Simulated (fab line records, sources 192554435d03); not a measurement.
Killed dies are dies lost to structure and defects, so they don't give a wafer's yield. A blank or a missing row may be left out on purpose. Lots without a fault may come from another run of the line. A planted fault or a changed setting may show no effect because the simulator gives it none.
Chamber matching | flow n5_finfet | N5_ILD0_CMP_12 on cmp-04: 4 sister chambers
The step polishes SiNx, stops on poly-Si, t overpolish 6 s, target thk 17.67 nm. 8 wafers are shown with their chamber, then 9 later ones without.

WAFERS WITH THEIR CHAMBER
wafer  | chamber | motor_current_A (A) | slurry_filter_dp_kPa (kPa)
L081.1 | 2       | 8.7                 | 13.31
L081.6 | 0       | 9.4                 | 13.62
L084.1 | 2       | 8.8                 | 13.32
L084.5 | 3       | 10.2                | 13.31
L084.6 | 0       | 9.0                 | 13.77
L088.1 | 1       | 7.2                 | 13.37
L088.3 | 3       | 10.5                | 13.39
L088.5 | 1       | 7.2                 | 13.40

WAFERS WITHOUT THEIR CHAMBER
wafer  | motor_current_A (A) | slurry_filter_dp_kPa (kPa)
L094.2 | 10.7                | 13.59
L094.4 | 7.3                 | 13.52
L094.5 | 7.1                 | 13.32
L095.2 | 10.1                | 13.69
L095.3 | 9.1                 | 13.50
L095.4 | 8.1                 | 13.29
L096.2 | 9.4                 | 13.42
L096.3 | 8.9                 | 13.68
L096.6 | 7.6                 | 13.46

WHICH CHAMBER EACH WENT THROUGH
wafer  | from the rows above          | in truth
L094.2 | 3                            | 3
L094.4 | 1                            | 1
L094.5 | 1                            | 1
L095.2 | can't be placed: 0 or 3      | 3
L095.3 | can't be placed: 0 or 2      | 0
L095.4 | can't be placed: 2 or 1      | 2
L096.2 | can't be placed: 2 or 0 or 3 | 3
L096.3 | 0                            | 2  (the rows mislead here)
L096.6 | 1                            | 1
Placed correctly: 4 of 9. Can't be placed from these rows: 4 (the true chamber is among the candidates in 4). Placed wrongly: 1.
How it was worked out, from the rows above alone: a wafer's distance from a chamber is the root of the sum, over the readings, of the square of ((its reading less the chamber's mean) divided by the reading's scatter). The wafer belongs to the nearest chamber; if the next one is less than 2 further off, it can't be placed. A chamber's mean is the mean of its shown wafers. The scatter: the root of (the sum of the squares of (reading less its chamber's mean) over the shown wafers, divided by (wafers less chambers)).
